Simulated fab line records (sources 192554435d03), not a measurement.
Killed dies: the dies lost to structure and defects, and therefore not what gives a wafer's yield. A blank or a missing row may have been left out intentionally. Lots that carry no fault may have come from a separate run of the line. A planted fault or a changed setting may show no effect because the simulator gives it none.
Matching of chambers :: flow n5Finfet :: 4 sister chambers for N5_FIN_SAQP_SPACER1_ALD_24 on aldSin-02
The step deposits SiO2, target thk 20.3 nm, pulse time 1 s, purge time 2 s. 8 wafers are shown with their chamber, then 8 later ones without.

## EACH WAFER AND ITS CHAMBER
wafer: L157.3
chamber: 2
heaterPowerW (W): 444
susceptorTempC (C): 300.09

wafer: L159.6
chamber: 0
heaterPowerW (W): 547
susceptorTempC (C): 299.87

wafer: L162.1
chamber: 1
heaterPowerW (W): 449
susceptorTempC (C): 300.12

wafer: L162.3
chamber: 3
heaterPowerW (W): 532
susceptorTempC (C): 299.78

wafer: L162.5
chamber: 1
heaterPowerW (W): 443
susceptorTempC (C): 300.04

wafer: L165.2
chamber: 3
heaterPowerW (W): 525
susceptorTempC (C): 299.66

wafer: L165.5
chamber: 0
heaterPowerW (W): 553
susceptorTempC (C): 299.86

wafer: L165.6
chamber: 2
heaterPowerW (W): 450
susceptorTempC (C): 299.77

## WAFERS WITH NO CHAMBER GIVEN
wafer: L166.3
heaterPowerW (W): 558
susceptorTempC (C): 299.99

wafer: L166.5
heaterPowerW (W): 442
susceptorTempC (C): 300.06

wafer: L166.6
heaterPowerW (W): 533
susceptorTempC (C): 300.10

wafer: L167.1
heaterPowerW (W): 450
susceptorTempC (C): 300.06

wafer: L167.3
heaterPowerW (W): 438
susceptorTempC (C): 300.24

wafer: L167.4
heaterPowerW (W): 537
susceptorTempC (C): 299.64

wafer: L169.1
heaterPowerW (W): 562
susceptorTempC (C): 299.86

wafer: L169.5
heaterPowerW (W): 446
susceptorTempC (C): 300.31

## CHAMBER TAKEN BY EACH
wafer: L166.3
from the rows above: 0
in truth: 0

wafer: L166.5
from the rows above: can't be placed: 1 or 2
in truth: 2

wafer: L166.6
from the rows above: can't be placed: 3 or 0
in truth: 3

wafer: L167.1
from the rows above: can't be placed: 1 or 2
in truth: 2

wafer: L167.3
from the rows above: can't be placed: 1 or 2
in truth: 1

wafer: L167.4
from the rows above: can't be placed: 3 or 0
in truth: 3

wafer: L169.1
from the rows above: 0
in truth: 0

wafer: L169.5
from the rows above: can't be placed: 1 or 2
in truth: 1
Correct placement for 2 of the 8. Not placeable from these rows: 6 (in 6, the candidates include the true chamber). Placed wrongly: 0.
How it was worked out, from the rows above alone: a wafer's distance from a chamber is the root of the sum, over the readings, of the square of ((its reading less the chamber's mean) divided by the reading's scatter). If the next closest chamber is less than 2 further off than the closest, the wafer can't be placed; otherwise it belongs to the closest. Each chamber's mean is taken over the wafers shown for it. The scatter: take each reading less its chamber's mean, square it, sum over the shown wafers, divide by the number of wafers less the number of chambers, and take the root.
